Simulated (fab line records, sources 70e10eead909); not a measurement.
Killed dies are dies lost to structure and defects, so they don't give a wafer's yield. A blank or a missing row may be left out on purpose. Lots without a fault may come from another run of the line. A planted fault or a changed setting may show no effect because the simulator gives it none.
Problem report in the 8D (eight disciplines) form, filled by code | flow nand_harc | the parts of the form that need people (team, actions taken, sign-off) are left out

1. THE PROBLEM
killed_at_array at NHARC_END_SORT_01 reads a mean of 97 on 3 wafers of 3 lots; wafers without a fault read 24 with a standard deviation of 8.4. That is +8.7 standard deviations from the usual mean.
First seen on wafer L182.2, day 20 18:25, on prober-02. The record holds 9 wafers of 3 lots with a number at this step. Rule for "out", or "out of limits": more than 4 standard deviations from the usual mean. The other wafers with a number count as sound.

2. WHAT IT IS AND WHAT IT IS NOT
question                    | is                           | is not
which readings at this step | killed_at_array, killed_dies | killed_at_other, killed_at_periphery, killed_short
which lots                  | L182, L183, L184             | -
which wafers of those lots  | L182.2, L183.3, L184.4       | L182.1, L182.6, L183.2, L183.5, L184.3, L184.6
read on which gauges        | prober-01, prober-02         | -
when                        | from day 20 18:25            | up to then (1 sound wafer); but 5 sound wafers of L182, L183, L184 came after

3. SUSPECTS, AND WHAT RULES EACH OUT
Counting: a tool at a process step up to the reading stays a suspect if it ran every lot that is out. Sound lots after the first of them don't rule it out here, since some wafers of a struck lot are sound.
- the gauge at NHARC_END_SORT_01: ruled out. The wafers that are out were read on 2 gauges (prober-01, prober-02).
- rie_diel-11 at NHARC_A_CONTACT_STRIP_107 (strips in N2/H2): kept. It ran every lot that is out, first L182 (day 18 14:04).
Left after counting: rie_diel-11 at NHARC_A_CONTACT_STRIP_107.

4. THE CAUSE (what the simulator had put in)
Chamber particle source: rie_diel-11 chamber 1, from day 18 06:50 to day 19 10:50, at NHARC_A_CONTACT_STRIP_107. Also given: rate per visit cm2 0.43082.
Counting left only this tool.

5. THE CHAIN OF EFFECTS, in route order
Each row: a reading whose mean over the struck wafers that have a number lies more than 3 standard deviations from the usual. Only readings for which the record gives a usual standard deviation are gone through. hours: the time from each lot's start at the first step in this table that gives one to its start at this step, as a median over the lots. sigmas: the change in usual standard deviations.
hours | step              | reading         | usual | on struck wafers | change | sigmas
0     | NHARC_END_SORT_01 | killed_at_array | 24    | 97               | +73    | +8.7
0     | NHARC_END_SORT_01 | killed_dies     | 27    | 100              | +73    | +8.5

6. WHAT WOULD HAVE CAUGHT IT SOONER
In this record the first reading out of limits at a measuring or inspecting step was taken at day 20 18:25, 60 hours after the fault began at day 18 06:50.
All the lots that are out (3) had begun NHARC_A_CONTACT_STRIP_107 on rie_diel-11 by day 20 18:25. A hold on the tool at that time would have spared none of them.
